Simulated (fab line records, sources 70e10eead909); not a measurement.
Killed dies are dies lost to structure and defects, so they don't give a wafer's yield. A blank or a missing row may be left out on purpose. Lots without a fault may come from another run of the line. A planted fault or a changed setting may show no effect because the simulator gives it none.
Which tool did it? | flow nand_harc | 24 lots, 72 wafers sampled, at 6 steps of a route of 1159

WHAT THE GAUGES READ, wafer by wafer
NHARC_P_GATE_CD_MEAS_33.
lot  | measured     | on        | cd_nm (nm)
L074 | day 4 19:16  | cd_sem-02 | 119.0 118.2 119.7
L075 | day 4 18:58  | cd_sem-01 | 120.0 123.0 120.5
L076 | day 5 06:01  | cd_sem-01 | 123.1 122.0 120.8
L077 | day 5 05:49  | cd_sem-01 | 118.3 124.7 127.2
L078 | day 6 01:25  | cd_sem-03 | 120.5 120.5 120.9
L079 | day 6 01:58  | cd_sem-02 | 122.7 116.8 121.0
L080 | day 6 00:30  | cd_sem-01 | 121.4 119.1 117.1
L081 | day 6 12:59  | cd_sem-03 | 118.6 115.3 119.4
L082 | day 6 17:45  | cd_sem-03 | 119.7 117.3 114.5
L083 | day 6 18:24  | cd_sem-02 | 119.4 119.0 119.7
L084 | day 7 09:45  | cd_sem-02 | 121.4 119.1 119.4
L085 | day 7 10:19  | cd_sem-02 | 121.9 121.6 120.1
L086 | day 7 20:46  | cd_sem-01 | 115.4 117.9 122.4
L087 | day 7 21:23  | cd_sem-02 | 127.1 120.1 121.3
L088 | day 7 21:44  | cd_sem-03 | 120.0 118.2 116.1
L090 | day 8 15:29  | cd_sem-02 | 119.0 117.4 120.5
L089 | day 8 16:04  | cd_sem-03 | 123.1 118.2 119.3
L091 | day 9 00:15  | cd_sem-02 | 122.3 125.1 121.7
L092 | day 9 06:36  | cd_sem-01 | 121.9 122.8 119.3
L093 | day 9 15:57  | cd_sem-03 | 116.5 122.0 124.7
L094 | day 9 17:00  | cd_sem-01 | 125.9 119.6 124.4
L095 | day 10 01:01 | cd_sem-02 | 117.3 120.3 118.5
L096 | day 10 05:56 | cd_sem-01 | 121.1 116.9 119.6
L097 | day 10 15:26 | cd_sem-01 | 120.7 123.2 118.6

NHARC_P_GATE_CD_MEAS_91: target cd 2000 nm.
lot  | measured     | on        | cd_nm (nm)
L074 | day 5 12:13  | cd_sem-02 | 2001.5 1999.1 2000.2
L075 | day 5 11:52  | cd_sem-02 | 1999.7 1999.3 2001.1
L076 | day 5 22:35  | cd_sem-01 | 1998.6 1998.0 1998.2
L077 | day 5 20:23  | cd_sem-03 | 2002.2 2002.0 2001.3
L078 | day 6 15:50  | cd_sem-03 | 2000.7 2002.3 2003.8
L079 | day 6 16:40  | cd_sem-02 | 2001.1 2001.1 2001.1
L080 | day 6 15:13  | cd_sem-01 | 1999.3 1998.3 2000.0
L081 | day 7 03:24  | cd_sem-01 | 1999.8 2000.7 1997.4
L082 | day 7 08:16  | cd_sem-02 | 2001.2 2004.6 2002.6
L083 | day 7 08:49  | cd_sem-01 | 1998.6 2001.2 1999.9
L084 | day 8 00:04  | cd_sem-02 | 1999.4 2000.4 2000.8
L085 | day 8 00:32  | cd_sem-01 | 2002.0 2001.7 2000.0
L086 | day 8 11:16  | cd_sem-01 | 1999.7 1998.9 1999.1
L087 | day 8 11:52  | cd_sem-01 | 1999.9 1999.2 2000.0
L088 | day 8 12:04  | cd_sem-01 | 2001.3 1999.9 2001.6
L090 | day 9 05:47  | cd_sem-03 | 2001.6 2002.2 2002.3
L089 | day 9 06:35  | cd_sem-03 | 1999.4 2002.1 2002.7
L091 | day 9 14:39  | cd_sem-03 | 2002.3 2001.1 1999.3
L092 | day 9 21:08  | cd_sem-01 | 2001.5 1998.9 2000.1
L093 | day 10 06:20 | cd_sem-01 | 2000.4 2003.8 2002.9
L094 | day 10 09:20 | cd_sem-01 | 2001.9 2000.7 2000.5
L095 | day 10 15:24 | cd_sem-03 | 2001.0 2000.9 1999.9
L096 | day 10 20:17 | cd_sem-03 | 2000.7 2001.5 2000.5
L097 | day 11 06:27 | cd_sem-03 | 1999.4 2002.1 2000.6

WHICH TOOL RAN EACH LOT (tool, then ch and the chambers of the sampled wafers, then the start)
lot  | NHARC_P_STI_DESCUM_14             | NHARC_P_GATE_HM_DEP_102       | NHARC_P_GATE_ETCH_104              | NHARC_P_GATE_ETCH_114
L074 | rie_diel-11 ch 1,3, day 2 13:52   | acl_dep-01 ch 0, day 4 16:59  | rie_diel-06 ch 0,2, day 4 18:25    | rie_diel-06 ch 0,2,3, day 4 19:16 or earlier
L075 | rie_diel-05 ch 1,2,3, day 2 14:02 | acl_dep-02 ch 0, day 4 16:28  | rie_diel-03 ch 0,3, day 4 18:04    | rie_diel-03 ch 0,2,3, day 4 18:58 or earlier
L076 | rie_diel-05 ch 1,2,3, day 3 01:04 | acl_dep-02 ch 0, day 5 03:15  | rie_diel-03 ch 0,2,3, day 5 05:15  | rie_diel-03 ch 0,2,3, day 5 06:01 or earlier
L077 | rie_diel-11 ch 0,1,3, day 3 05:58 | acl_dep-01 ch 0, day 5 03:15  | rie_diel-06 ch 0,2, day 5 05:01    | rie_diel-06 ch 0,1, day 5 05:49 or earlier
L078 | rie_diel-01 ch 0,1,2, day 3 12:23 | acl_dep-03 ch 0, day 5 23:03  | rie_diel-08 ch 0,1,2, day 6 00:43  | rie_diel-08 ch 1,2, day 6 01:25 or earlier
L079 | rie_diel-05 ch 0,3, day 3 20:35   | acl_dep-02 ch 0, day 5 22:56  | rie_diel-03 ch 0,1,2, day 6 00:35  | rie_diel-03 ch 0,2, day 6 01:58 or earlier
L080 | rie_diel-01 ch 0,1,2, day 3 20:45 | acl_dep-02 ch 0, day 5 22:17  | rie_diel-03 ch 0,3, day 5 23:46    | rie_diel-03 ch 0,1,3, day 6 00:30 or earlier
L081 | rie_diel-05 ch 1,2,3, day 4 05:41 | acl_dep-02 ch 0, day 6 10:46  | rie_diel-03 ch 1,2,3, day 6 12:16  | rie_diel-03 ch 1,2,3, day 6 12:59 or earlier
L082 | rie_diel-05 ch 0,2, day 4 11:04   | acl_dep-02 ch 0, day 6 15:23  | rie_diel-03 ch 0,1,2, day 6 17:03  | rie_diel-03 ch 0,1,2, day 6 17:45 or earlier
L083 | rie_diel-01 ch 1,2,3, day 4 17:47 | acl_dep-02 ch 0, day 6 16:08  | rie_diel-08 ch 0,2,3, day 6 17:40  | rie_diel-08 ch 0,2, day 6 18:24 or earlier
L084 | rie_diel-01 ch 0,2, day 5 02:32   | acl_dep-01 ch 0, day 7 07:29  | rie_diel-06 ch 0,1,2, day 7 09:03  | rie_diel-06 ch 1,3, day 7 09:45 or earlier
L085 | rie_diel-11 ch 0,2,3, day 5 02:42 | acl_dep-03 ch 0, day 7 08:02  | rie_diel-06 ch 1,3, day 7 09:32    | rie_diel-06 ch 0,2, day 7 10:19 or earlier
L086 | rie_diel-01 ch 1,2,3, day 5 12:32 | acl_dep-01 ch 0, day 7 18:31  | rie_diel-06 ch 0,3, day 7 20:01    | rie_diel-06 ch 0,1,2, day 7 20:46 or earlier
L087 | rie_diel-05 ch 0,1,3, day 5 16:46 | acl_dep-01 ch 0, day 7 19:03  | rie_diel-06 ch 0,2,3, day 7 20:40  | rie_diel-06 ch 0,2,3, day 7 21:23 or earlier
L088 | rie_diel-01 ch 1,2,3, day 6 00:41 | acl_dep-02 ch 0, day 7 19:26  | rie_diel-06 ch 0,3, day 7 20:57    | rie_diel-06 ch 0,1, day 7 21:44 or earlier
L090 | rie_diel-11 ch 0,3, day 6 08:34   | acl_dep-02 ch 0, day 8 13:15  | rie_diel-06 ch 1,2,3, day 8 14:47  | rie_diel-06 ch 2,3, day 8 15:29 or earlier
L089 | rie_diel-05 ch 0,1,2, day 6 08:45 | acl_dep-01 ch 0, day 8 13:36  | rie_diel-03 ch 2,3, day 8 15:16    | rie_diel-03 ch 1,2,3, day 8 16:04 or earlier
L091 | rie_diel-01 ch 1,3, day 6 16:55   | acl_dep-01 ch 0, day 8 21:48  | rie_diel-08 ch 0,3, day 8 23:25    | rie_diel-08 ch 0,1, day 9 00:15 or earlier
L092 | rie_diel-11 ch 1,2,3, day 6 23:02 | acl_dep-03 ch 0, day 9 04:09  | rie_diel-03 ch 0,1,3, day 9 05:42  | rie_diel-03 ch 0,3, day 9 06:36 or earlier
L093 | rie_diel-01 ch 0,1,3, day 7 07:16 | acl_dep-03 ch 0, day 9 13:23  | rie_diel-06 ch 1,3, day 9 15:08    | rie_diel-06 ch 1,3, day 9 15:57 or earlier
L094 | rie_diel-11 ch 0,2,3, day 7 11:22 | acl_dep-02 ch 0, day 9 12:50  | rie_diel-08 ch 0,1,3, day 9 14:53  | rie_diel-08 ch 0,2,3, day 9 17:00 or earlier
L095 | rie_diel-05 ch 0,2,3, day 7 17:14 | acl_dep-02 ch 0, day 9 22:17  | rie_diel-06 ch 2,3, day 10 00:04   | rie_diel-06 ch 0,1,2, day 10 01:01 or earlier
L096 | rie_diel-01 ch 0,1,3, day 8 00:13 | acl_dep-03 ch 0, day 10 02:28 | rie_diel-08 ch 1,2, day 10 04:19   | rie_diel-08 ch 0,1, day 10 05:56 or earlier
L097 | rie_diel-11 ch 0,1, day 8 05:04   | acl_dep-01 ch 0, day 10 13:17 | rie_diel-06 ch 0,1,2, day 10 14:43 | rie_diel-06 ch 0,1,2, day 10 15:26 or earlier
- NHARC_P_STI_DESCUM_14: chemistry O2, time 3 s.
- NHARC_P_GATE_HM_DEP_102: deposits aC, target thk 120 nm.
- NHARC_P_GATE_ETCH_104: etches the open film in CF4/CHF3, target depth 60 nm.
- NHARC_P_GATE_ETCH_114: etches the open film in CF4/O2, target depth 30 nm, overetch 3 nm, time 16.5 s.

WHAT THE TOOLS THEMSELVES READ (means of the sampled wafers that have a number; where no wafer has one, the mark that the record gives instead)
NHARC_P_STI_DESCUM_14.
lot  | tool        | drypump_motor_current_A (A) | oes_product_au (a.u.) | rf_vpp_V (V) | showerhead_plenum_p_Torr (Torr) | throttle_valve_pct (%)
L074 | rie_diel-11 | 5.5                         | 1.011                 | 57.4         | 1.84                            | 11.302
L075 | rie_diel-05 | 5.3                         | 0.998                 | 57.1         | 1.97                            | 11.320
L076 | rie_diel-05 | 5.3                         | 1.004                 | 58.5         | 1.97                            | 11.325
L077 | rie_diel-11 | 5.2                         | 1.009                 | 58.3         | 1.90                            | 11.306
L078 | rie_diel-01 | 5.6                         | 0.986                 | 58.5         | 1.98                            | 11.314
L079 | rie_diel-05 | 5.3                         | 1.000                 | 57.7         | 2.00                            | 11.309
L080 | rie_diel-01 | 5.6                         | 0.995                 | 58.0         | 1.98                            | 11.308
L081 | rie_diel-05 | 5.3                         | 1.009                 | 57.8         | 1.97                            | 11.308
L082 | rie_diel-05 | 6.0                         | 1.006                 | 58.2         | 1.89                            | 11.312
L083 | rie_diel-01 | 5.9                         | 0.994                 | 58.5         | 1.99                            | 11.308
L084 | rie_diel-01 | 5.8                         | 0.992                 | 57.2         | 1.99                            | 11.310
L085 | rie_diel-11 | 5.4                         | 0.995                 | 58.4         | 1.90                            | 11.316
L086 | rie_diel-01 | 5.9                         | 0.994                 | 57.7         | 1.99                            | 11.309
L087 | rie_diel-05 | 5.2                         | 1.004                 | 57.1         | 1.98                            | 11.298
L088 | rie_diel-01 | 5.8                         | 0.995                 | 58.3         | 1.99                            | 11.311
L090 | rie_diel-11 | 5.3                         | 1.005                 | 57.6         | 1.98                            | 11.310
L089 | rie_diel-05 | 5.6                         | 1.008                 | 57.8         | 1.92                            | 11.309
L091 | rie_diel-01 | 5.9                         | 1.001                 | 59.1         | 2.01                            | 11.316
L092 | rie_diel-11 | 5.4                         | 1.007                 | 57.7         | 1.83                            | 11.316
L093 | rie_diel-01 | 5.7                         | 0.991                 | 57.9         | 2.00                            | 11.321
L094 | rie_diel-11 | 5.4                         | 1.008                 | 56.7         | 1.90                            | 11.307
L095 | rie_diel-05 | 5.7                         | 1.009                 | 57.9         | 1.94                            | 11.308
L096 | rie_diel-01 | 5.7                         | 1.000                 | 57.5         | 2.00                            | 11.306
L097 | rie_diel-11 | 5.0                         | 1.003                 | 57.9         | 1.96                            | 11.304

NHARC_P_GATE_HM_DEP_102.
lot  | tool       | throttle_valve_pct (%)
L074 | acl_dep-01 | 35.005
L075 | acl_dep-02 | 34.999
L076 | acl_dep-02 | 35.003
L077 | acl_dep-01 | 35.002
L078 | acl_dep-03 | 34.998
L079 | acl_dep-02 | 35.005
L080 | acl_dep-02 | 34.992
L081 | acl_dep-02 | 35.004
L082 | acl_dep-02 | 35.003
L083 | acl_dep-02 | 34.999
L084 | acl_dep-01 | 35.000
L085 | acl_dep-03 | 34.998
L086 | acl_dep-01 | 34.996
L087 | acl_dep-01 | 35.001
L088 | acl_dep-02 | 34.995
L090 | acl_dep-02 | 34.997
L089 | acl_dep-01 | 34.998
L091 | acl_dep-01 | 34.994
L092 | acl_dep-03 | 35.011
L093 | acl_dep-03 | 35.001
L094 | acl_dep-02 | 35.002
L095 | acl_dep-02 | 34.995
L096 | acl_dep-03 | 35.000
L097 | acl_dep-01 | 35.002

NHARC_P_GATE_ETCH_104.
lot  | tool        | drypump_motor_current_A (A) | oes_product_au (a.u.) | rf_vpp_V (V) | showerhead_plenum_p_Torr (Torr) | throttle_valve_pct (%)
L074 | rie_diel-06 | 6.1                         | 0.934                 | 369.3        | 1.55                            | 16.802
L075 | rie_diel-03 | 6.1                         | 0.940                 | 369.9        | 1.51                            | 16.800
L076 | rie_diel-03 | 5.8                         | 0.948                 | 369.3        | 1.52                            | 16.807
L077 | rie_diel-06 | 6.1                         | 0.924                 | 369.8        | 1.55                            | 16.806
L078 | rie_diel-08 | 6.2                         | 0.966                 | 369.8        | 1.55                            | 16.803
L079 | rie_diel-03 | 6.0                         | 0.953                 | 369.0        | 1.51                            | 16.798
L080 | rie_diel-03 | 6.1                         | 0.924                 | 368.1        | 1.51                            | 16.814
L081 | rie_diel-03 | 5.6                         | 0.978                 | 369.2        | 1.53                            | 16.797
L082 | rie_diel-03 | 6.0                         | 0.982                 | 369.4        | 1.51                            | 16.796
L083 | rie_diel-08 | 6.0                         | 0.971                 | 370.2        | 1.55                            | 16.807
L084 | rie_diel-06 | 6.0                         | 0.924                 | 370.0        | 1.55                            | 16.801
L085 | rie_diel-06 | 5.7                         | 0.934                 | 371.5        | 1.58                            | 16.801
L086 | rie_diel-06 | 5.8                         | 0.927                 | 371.1        | 1.59                            | 16.812
L087 | rie_diel-06 | 6.0                         | 0.962                 | 369.8        | 1.57                            | 16.804
L088 | rie_diel-06 | 5.8                         | 0.920                 | 370.9        | 1.59                            | 16.805
L090 | rie_diel-06 | 6.0                         | 0.942                 | 370.6        | 1.58                            | 16.799
L089 | rie_diel-03 | 5.5                         | 0.929                 | 369.2        | 1.52                            | 16.802
L091 | rie_diel-08 | 5.8                         | 0.951                 | 369.0        | 1.53                            | 16.802
L092 | rie_diel-03 | 5.9                         | 0.958                 | 367.7        | 1.52                            | 16.803
L093 | rie_diel-06 | 5.7                         | 0.925                 | 370.0        | 1.58                            | 16.805
L094 | rie_diel-08 | 5.9                         | 0.923                 | 369.5        | 1.52                            | 16.801
L095 | rie_diel-06 | 6.2                         | 0.951                 | 370.6        | 1.58                            | 16.814
L096 | rie_diel-08 | 6.2                         | 0.940                 | 370.3        | 1.58                            | 16.798
L097 | rie_diel-06 | 6.1                         | 0.928                 | 370.0        | 1.55                            | 16.809

NHARC_P_GATE_ETCH_114.
lot  | tool        | drypump_motor_current_A (A) | oes_f_703_au (a.u.) | oes_product_au (a.u.) | rf_vpp_V (V) | showerhead_plenum_p_Torr (Torr) | throttle_valve_pct (%)
L074 | rie_diel-06 | 6.1                         | 1.002               | 1.001                 | 197.5        | 1.33                            | 13.396
L075 | rie_diel-03 | 5.8                         | 0.998               | 1.011                 | 197.0        | 1.29                            | 13.402
L076 | rie_diel-03 | 5.8                         | 1.001               | 1.014                 | 196.7        | 1.29                            | 13.396
L077 | rie_diel-06 | 5.8                         | 0.997               | 1.013                 | 197.3        | 1.32                            | 13.394
L078 | rie_diel-08 | 6.1                         | 0.997               | 1.002                 | 197.4        | 1.32                            | 13.400
L079 | rie_diel-03 | 5.9                         | 1.002               | 1.010                 | 196.4        | 1.27                            | 13.394
L080 | rie_diel-03 | 5.9                         | 1.002               | 0.994                 | 196.4        | 1.29                            | 13.397
L081 | rie_diel-03 | 5.6                         | 1.005               | 1.007                 | 197.5        | 1.29                            | 13.401
L082 | rie_diel-03 | 6.0                         | 0.998               | 1.013                 | 197.7        | 1.27                            | 13.389
L083 | rie_diel-08 | 6.3                         | 0.999               | 0.995                 | 196.7        | 1.30                            | 13.394
L084 | rie_diel-06 | 5.7                         | 0.997               | 1.010                 | 197.7        | 1.36                            | 13.395
L085 | rie_diel-06 | 6.1                         | 0.999               | 0.998                 | 196.9        | 1.31                            | 13.400
L086 | rie_diel-06 | 6.0                         | 1.004               | 0.998                 | 198.1        | 1.32                            | 13.396
L087 | rie_diel-06 | 6.1                         | 1.004               | 1.004                 | 198.1        | 1.33                            | 13.393
L088 | rie_diel-06 | 5.8                         | 0.999               | 1.005                 | 197.2        | 1.31                            | 13.409
L090 | rie_diel-06 | 6.0                         | 1.001               | 0.989                 | 198.3        | 1.35                            | 13.389
L089 | rie_diel-03 | 5.6                         | 0.998               | 1.009                 | 196.9        | 1.29                            | 13.401
L091 | rie_diel-08 | 6.1                         | 1.000               | 0.987                 | 196.7        | 1.28                            | 13.394
L092 | rie_diel-03 | 5.7                         | 0.996               | 1.001                 | 196.9        | 1.29                            | 13.398
L093 | rie_diel-06 | 5.7                         | 1.000               | 0.995                 | 198.5        | 1.35                            | 13.396
L094 | rie_diel-08 | 6.0                         | 1.000               | 0.992                 | 197.2        | 1.31                            | 13.404
L095 | rie_diel-06 | 6.0                         | 1.001               | 1.001                 | 197.4        | 1.31                            | 13.398
L096 | rie_diel-08 | 6.1                         | 0.998               | 0.994                 | 196.5        | 1.27                            | 13.398
L097 | rie_diel-06 | 6.0                         | 1.002               | 1.002                 | 198.1        | 1.31                            | 13.388

THE ANSWER, worked out from the rows above alone
Rule: what is usual is taken from the lots themselves. Put in order of their means at a reading, lots are off if they are a third of the lots or fewer, leave a main group of 4 or more, and stand apart from it by a gap of 3 or more times the standard deviation of the main group's means; of several such gaps the widest counts. A main group whose means are all the same, to the digits that the tables above print for the reading, isn't used. A lot without any number at a reading at which 4 lots or more have one is off too. The other lots that the step has rows for count as sound. The gauges are gone through in route order, then the tools' own readings, and for those a lot's mean is taken as printed above. The first step at which some lot is off is used, and at that step the reading that is off furthest; a lot without a number counts as furthest.
No lot is off at any reading shown: from this, nothing can be told.

WHAT THE SIMULATOR HAD PUT IN
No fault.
